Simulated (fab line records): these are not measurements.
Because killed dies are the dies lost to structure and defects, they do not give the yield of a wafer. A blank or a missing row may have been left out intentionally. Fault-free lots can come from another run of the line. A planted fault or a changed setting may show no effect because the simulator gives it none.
What tool caused it? || flow n5_finfet || 12 lots with 36 wafers sampled at 2 steps, on a route of 1938 steps

== WHAT THE GAUGES SHOWED, per wafer ==
N5_BEOL_M12_INSPECT_55: inspects for defects (darkfield).
{"lot": "L075", "measured": "day 11 02:13", "on": "defect_inspect-01", "raw_defect_count": "98 121 128"}
{"lot": "L076", "measured": "day 11 08:34", "on": "defect_inspect-01", "raw_defect_count": "80 62 139"}
{"lot": "L079", "measured": "day 12 12:17", "on": "defect_inspect-01", "raw_defect_count": "78 63 71"}
{"lot": "L082", "measured": "day 13 01:19", "on": "defect_inspect-02", "raw_defect_count": "66 57 93"}
{"lot": "L083", "measured": "day 13 13:02", "on": "defect_inspect-01", "raw_defect_count": "52 68 44"}
{"lot": "L085", "measured": "day 13 22:14", "on": "defect_inspect-02", "raw_defect_count": "72 67 73"}
{"lot": "L087", "measured": "day 14 04:36", "on": "defect_inspect-01", "raw_defect_count": "90 70 88"}
{"lot": "L089", "measured": "day 14 18:53", "on": "defect_inspect-01", "raw_defect_count": "50 80 77"}
{"lot": "L092", "measured": "day 15 03:21", "on": "defect_inspect-01", "raw_defect_count": "49 35 70"}
{"lot": "L093", "measured": "day 15 13:51", "on": "defect_inspect-02", "raw_defect_count": "81 64 76"}
{"lot": "L095", "measured": "day 16 03:34", "on": "defect_inspect-01", "raw_defect_count": "57 45 85"}
{"lot": "L097", "measured": "day 17 11:16", "on": "defect_inspect-01", "raw_defect_count": "82 155 107"}

== WHICH TOOL RAN EACH LOT (tool, then ch and the chambers of the sampled wafers, then the start) ==
{"lot": "L075", "N5_BEOL_M12_SPUTTER_44": "pvd_sputter-01, day 11 01:08"}
{"lot": "L076", "N5_BEOL_M12_SPUTTER_44": "pvd_sputter-01, day 11 06:58"}
{"lot": "L079", "N5_BEOL_M12_SPUTTER_44": "pvd_sputter-01, day 12 10:15"}
{"lot": "L082", "N5_BEOL_M12_SPUTTER_44": "pvd_sputter-03, day 13 00:09"}
{"lot": "L083", "N5_BEOL_M12_SPUTTER_44": "pvd_sputter-03, day 13 11:58"}
{"lot": "L085", "N5_BEOL_M12_SPUTTER_44": "pvd_sputter-03, day 13 20:34"}
{"lot": "L087", "N5_BEOL_M12_SPUTTER_44": "pvd_sputter-01, day 14 03:22"}
{"lot": "L089", "N5_BEOL_M12_SPUTTER_44": "pvd_sputter-02, day 14 17:45"}
{"lot": "L092", "N5_BEOL_M12_SPUTTER_44": "pvd_sputter-03, day 15 02:15"}
{"lot": "L093", "N5_BEOL_M12_SPUTTER_44": "pvd_sputter-02, day 15 12:45"}
{"lot": "L095", "N5_BEOL_M12_SPUTTER_44": "pvd_sputter-02, day 16 02:27"}
{"lot": "L097", "N5_BEOL_M12_SPUTTER_44": "pvd_sputter-02, day 17 10:04"}
- N5_BEOL_M12_SPUTTER_44: material Ta, target thk 10 nm, time 16.13 s.

== THE ANSWER, worked out from the rows above alone ==
Rule: usual is defined by the lots themselves. Put in order of their means at a reading, lots are off if they are a third of the lots or fewer, leave a main group of 4 or more, and stand apart from it by a gap of 3 or more times the standard deviation of the main group's means; of several such gaps the widest counts. The tables above print the reading to a certain number of digits; a main group whose means all agree to those digits is not used. A lot without any number at a reading at which 4 lots or more have one is off too. All remaining lots with rows at the step are treated as sound.
None of the lots is off at any reading shown; this tells nothing.

== WHAT HAD BEEN PUT IN BY THE SIMULATOR ==
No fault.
